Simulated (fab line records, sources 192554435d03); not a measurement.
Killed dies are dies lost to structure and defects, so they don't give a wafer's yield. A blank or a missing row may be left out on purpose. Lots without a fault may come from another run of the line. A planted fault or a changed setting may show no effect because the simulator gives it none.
Chamber matching | flow n5_finfet | N5_BEOL_M5_DESCUM_16 on rie_diel-04: 4 sister chambers
The step chemistry O2, time 7 s. 8 wafers are shown with their chamber, then 12 later ones without.

WAFERS WITH THEIR CHAMBER
wafer  | chamber | showerhead_plenum_p_Torr (Torr) | drypump_motor_current_A (A)
L079.2 | 0       | 2.07                            | 5.7
L083.2 | 3       | 2.18                            | 5.4
L083.3 | 1       | 2.05                            | 5.0
L082.1 | 0       | 2.06                            | 5.6
L082.4 | 1       | 2.05                            | 5.0
L086.1 | 3       | 2.18                            | 5.4
L086.3 | 2       | 2.00                            | 5.7
L086.4 | 2       | 2.00                            | 5.7

WAFERS WITHOUT THEIR CHAMBER
wafer  | showerhead_plenum_p_Torr (Torr) | drypump_motor_current_A (A)
L089.2 | 2.18                            | 5.4
L089.3 | 2.05                            | 5.0
L089.5 | 2.05                            | 5.0
L091.2 | 2.05                            | 5.0
L091.5 | 2.18                            | 5.4
L091.6 | 2.00                            | 5.7
L095.1 | 2.17                            | 5.4
L095.4 | 2.04                            | 5.0
L095.6 | 2.17                            | 5.4
L096.2 | 2.00                            | 5.7
L096.3 | 2.04                            | 5.0
L096.4 | 2.17                            | 5.4

WHICH CHAMBER EACH WENT THROUGH
wafer  | from the rows above | in truth
L089.2 | 3                   | 3
L089.3 | 1                   | 1
L089.5 | 1                   | 1
L091.2 | 1                   | 1
L091.5 | 3                   | 3
L091.6 | 2                   | 2
L095.1 | 3                   | 3
L095.4 | 1                   | 1
L095.6 | 3                   | 3
L096.2 | 2                   | 2
L096.3 | 1                   | 1
L096.4 | 3                   | 3
Placed correctly: 12 of 12. Can't be placed from these rows: 0. Placed wrongly: 0.
How it was worked out, from the rows above alone: a wafer's distance from a chamber is the root of the sum, over the readings, of the square of ((its reading less the chamber's mean) divided by the reading's scatter). The wafer belongs to the nearest chamber; if the next one is less than 2 further off, it can't be placed. A chamber's mean is the mean of its shown wafers. The scatter: the root of (the sum of the squares of (reading less its chamber's mean) over the shown wafers, divided by (wafers less chambers)).
